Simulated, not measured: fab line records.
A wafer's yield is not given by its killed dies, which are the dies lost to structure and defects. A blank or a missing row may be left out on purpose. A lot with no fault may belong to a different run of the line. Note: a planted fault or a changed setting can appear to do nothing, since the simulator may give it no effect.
Chamber matching :: flow n5 finfet :: N5_BEOL_M11_DESCUM_16 on rie diel-03: 4 sister chambers
The step chemistry O2, time 7.9 s. 4 wafers are shown with their chamber, then 11 later ones without.

== WAFERS WITH THEIR CHAMBER ==
wafer: L083.5
chamber: 2
showerhead plenum p Torr (Torr): 2.10

wafer: L085.5
chamber: 1
showerhead plenum p Torr (Torr): 1.98

wafer: L088.5
chamber: 0
showerhead plenum p Torr (Torr): 2.07

wafer: L089.1
chamber: 3
showerhead plenum p Torr (Torr): 2.21

== WAFERS MISSING THEIR CHAMBER ==
wafer: L089.2
showerhead plenum p Torr (Torr): 1.98

wafer: L089.4
showerhead plenum p Torr (Torr): 1.98

wafer: L093.1
showerhead plenum p Torr (Torr): 2.07

wafer: L093.4
showerhead plenum p Torr (Torr): 2.21

wafer: L093.6
showerhead plenum p Torr (Torr): 1.98

wafer: L094.1
showerhead plenum p Torr (Torr): 1.98

wafer: L094.2
showerhead plenum p Torr (Torr): 2.07

wafer: L094.3
showerhead plenum p Torr (Torr): 2.10

wafer: L097.1
showerhead plenum p Torr (Torr): 2.07

wafer: L097.3
showerhead plenum p Torr (Torr): 2.20

wafer: L097.6
showerhead plenum p Torr (Torr): 2.07

== THE CHAMBER EACH PASSED THROUGH ==
wafer: L089.2
from the rows above: 1
in truth: 1

wafer: L089.4
from the rows above: 1
in truth: 1

wafer: L093.1
from the rows above: 0
in truth: 0

wafer: L093.4
from the rows above: 3
in truth: 3

wafer: L093.6
from the rows above: 1
in truth: 1

wafer: L094.1
from the rows above: 1
in truth: 1

wafer: L094.2
from the rows above: 0
in truth: 0

wafer: L094.3
from the rows above: 2
in truth: 2

wafer: L097.1
from the rows above: 0
in truth: 0

wafer: L097.3
from the rows above: 3
in truth: 3

wafer: L097.6
from the rows above: 0
in truth: 0
Correctly placed: 11 of 11. Left unplaced by these rows: 0. Number placed wrongly: 0.
How it was worked out, from the rows above alone: a wafer's distance from a chamber is the root of the sum, over the readings, of the square of ((its reading less the chamber's mean) divided by the reading's scatter). The wafer belongs to the nearest chamber; if the next one is less than 2 further off, it can't be placed. A chamber's mean is the mean of its shown wafers. The scatter: with one shown wafer a chamber, the root of the mean of the squares of how far each hidden wafer lies from its nearest shown one.
